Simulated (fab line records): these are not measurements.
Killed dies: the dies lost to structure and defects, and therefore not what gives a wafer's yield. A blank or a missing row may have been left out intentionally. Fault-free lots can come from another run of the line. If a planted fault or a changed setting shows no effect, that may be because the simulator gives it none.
Chamber matching	flow n5-finfet	4 sister chambers for N5_BEOL_M12_DESCUM_15 on rie-diel-04
The step chemistry O2, time 7.9 s. 20 wafers are shown with their chamber, then 10 later ones without.

== WAFERS WITH THEIR CHAMBER ==
wafer	chamber	showerhead-plenum-p-Torr (Torr)	drypump-motor-current-A (A)	oes-product-au (a.u.)
L078.1	3	2.21	6.0	0.90
L078.4	0	2.03	5.3	0.82
L078.6	3	2.21	6.1	0.90
L081.1	0	2.03	5.3	0.83
L081.4	0	2.03	5.3	0.82
L081.5	2	2.10	6.1	0.77
L083.1	2	2.10	6.1	0.76
L083.4	0	2.02	5.3	0.81
L083.6	0	2.02	5.3	0.82
L084.2	2	2.10	6.1	0.75
L084.3	0	2.02	5.3	0.81
L084.5	0	2.02	5.3	0.82
L085.3	1	2.21	5.0	0.81
L085.4	0	2.02	5.3	0.80
L085.5	0	2.02	5.3	0.80
L089.3	0	2.02	5.3	0.80
L089.4	1	2.21	5.1	0.81
L089.6	1	2.21	5.0	0.81
L088.1	2	2.10	6.1	0.74
L088.4	0	2.02	5.3	0.80

SIGNATURES (means of the wafers above)
reading	chamber 0	chamber 1	chamber 2	chamber 3	scatter within a chamber
showerhead-plenum-p-Torr	2.0227	2.2100	2.1000	2.2100	0.00369
drypump-motor-current-A	5.300	5.033	6.100	6.050	0.027
oes-product-au	0.8118	0.8100	0.7550	0.9000	0.0102
Rule: a wafer lies at a distance from a chamber equal to the root of the sum of squares, over the readings, of (its reading less the chamber's mean, divided by the reading's scatter). The wafer belongs to the nearest chamber; if the next one is less than 2 further off, it can't be placed. The scatter: take each reading less its chamber's mean, square it, sum over the shown wafers, divide by the number of wafers less the number of chambers, and take the root.

== WAFERS WHOSE CHAMBER IS MISSING ==
wafer	showerhead-plenum-p-Torr (Torr)	drypump-motor-current-A (A)	oes-product-au (a.u.)
L088.6	2.10	6.1	0.73
L090.1	2.02	5.3	0.80
L090.5	2.21	5.1	0.81
L090.6	2.02	5.3	0.79
L091.2	2.21	5.1	0.81
L091.3	2.10	6.1	0.74
L091.4	2.02	5.3	0.80
L094.2	2.02	5.3	0.79
L094.4	2.09	6.1	0.74
L094.5	2.20	6.1	0.85

== EACH ONE'S CHAMBER ==
wafer	from the rows above	in truth
L088.6	2	2
L090.1	0	0
L090.5	1	1
L090.6	0	0
L091.2	1	1
L091.3	2	2
L091.4	0	0
L094.2	0	0
L094.4	2	2
L094.5	3	3
Correct placement for 10 of the 10. Number that these rows cannot place: 0. Placed wrongly: 0.
